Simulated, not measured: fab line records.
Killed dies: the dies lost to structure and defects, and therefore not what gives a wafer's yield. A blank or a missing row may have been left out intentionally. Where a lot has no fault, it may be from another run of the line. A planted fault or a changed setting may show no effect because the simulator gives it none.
Which tool was responsible? ; flow n5-finfet ; at 1 step of a route of 1938, 11 lots with 32 wafers sampled

== WHAT THE GAUGES READ, wafer by wafer ==
N5_BEOL_M8_INSPECT_13: inspects for defects (brightfield).
lot;measured;on;raw-defect-count
L734;day 9 20:41;defect-inspect-02;527 372 635
L735;day 10 07:33;defect-inspect-01;533 462 449
L738;day 10 20:50;defect-inspect-02;521 458 518
L743;day 11 13:47;defect-inspect-01;321 310 382
L742;day 11 15:36;defect-inspect-01;389 424 476
L744;day 12 00:40;defect-inspect-01;333 349 386
L745;day 12 03:55;defect-inspect-02;375 340 439
L754;day 15 05:24;defect-inspect-02;421 453 614
L756;day 15 12:29;defect-inspect-01;383 322
L755;day 15 14:01;defect-inspect-01;395 454 351
L757;day 15 18:02;defect-inspect-01;433 237 426

== TOOL THAT RAN EACH LOT (tool first, then ch and the chambers of the sampled wafers, then the start) ==
The record shows no process step preceding these readings.

== THE ANSWER, worked out from the rows above alone ==
Rule: the lots themselves supply what counts as usual. The widest of any qualifying gaps counts: lots, ordered by their means at a reading, are off when they make up no more than a third of the lots, leave a main group of 4 or more, and stand apart from it by 3 or more times the standard deviation of that group's means. A main group is skipped when, at the precision printed for the reading in the tables above, its means are all equal. Also off: a lot with no number at a reading for which 4 or more lots have one. The other lots that the step has rows for count as sound.
Nothing can be told from this: no lot is off at any reading shown.

== WHAT WAS PUT IN BY THE SIMULATOR ==
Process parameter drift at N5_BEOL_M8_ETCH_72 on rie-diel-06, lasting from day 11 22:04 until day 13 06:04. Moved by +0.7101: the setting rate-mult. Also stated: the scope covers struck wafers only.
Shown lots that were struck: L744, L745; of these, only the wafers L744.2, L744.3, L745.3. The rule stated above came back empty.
